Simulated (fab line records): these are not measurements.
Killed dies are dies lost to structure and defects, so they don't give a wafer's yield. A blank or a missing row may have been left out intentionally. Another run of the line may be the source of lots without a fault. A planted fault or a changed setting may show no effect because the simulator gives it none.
Matching of chambers + flow n5-finfet + ald-hk-01 running N5_HKMG_FIN_ALD_75: 4 sister chambers
The step deposits Al2O3, target thk 1 nm, co reactant pulse time 1 s. 8 wafers are shown with their chamber, then 7 later ones without.

## WAFERS PAIRED WITH THEIR CHAMBERS
| wafer  | chamber | heater-power-w (W) | susceptor-temp-C (C) |
|--------|---------|--------------------|----------------------|
| L081.1 | 0       | 138                | 149.82               |
| L083.1 | 1       | 150                | 149.99               |
| L083.6 | 0       | 130                | 150.09               |
| L088.2 | 2       | 145                | 149.89               |
| L088.4 | 3       | 162                | 150.10               |
| L088.6 | 1       | 153                | 150.15               |
| L090.2 | 3       | 162                | 150.05               |
| L090.3 | 2       | 146                | 150.15               |

## WAFERS WITHOUT THEIR CHAMBER
| wafer  | heater-power-w (W) | susceptor-temp-C (C) |
|--------|--------------------|----------------------|
| L090.4 | 147                | 150.10               |
| L094.2 | 158                | 150.02               |
| L094.4 | 147                | 150.22               |
| L094.5 | 140                | 150.23               |
| L095.2 | 145                | 150.05               |
| L095.3 | 158                | 149.89               |
| L095.6 | 132                | 150.15               |

## EACH ONE'S CHAMBER
| wafer  | from the rows above          | in truth |
|--------|------------------------------|----------|
| L090.4 | can't be placed: 2 or 1      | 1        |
| L094.2 | can't be placed: 3 or 1      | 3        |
| L094.4 | can't be placed: 2 or 1      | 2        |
| L094.5 | can't be placed: 2 or 0 or 1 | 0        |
| L095.2 | can't be placed: 2 or 1      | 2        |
| L095.3 | can't be placed: 3 or 1      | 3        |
| L095.6 | 0                            | 0        |
Correctly placed: 1 of 7. Unplaceable from these rows: 6, with the true chamber sitting among the candidates in 6. Number placed wrongly: 0.
How it was worked out, from the rows above alone: a wafer's distance from a chamber is the root of the sum, over the readings, of the square of ((its reading less the chamber's mean) divided by the reading's scatter). If the next closest chamber is less than 2 further off than the closest, the wafer can't be placed; otherwise it belongs to the closest. For every chamber, the mean is computed from those of its wafers that are shown. The scatter: the root of (the sum of the squares of (reading less its chamber's mean) over the shown wafers, divided by (wafers less chambers)).
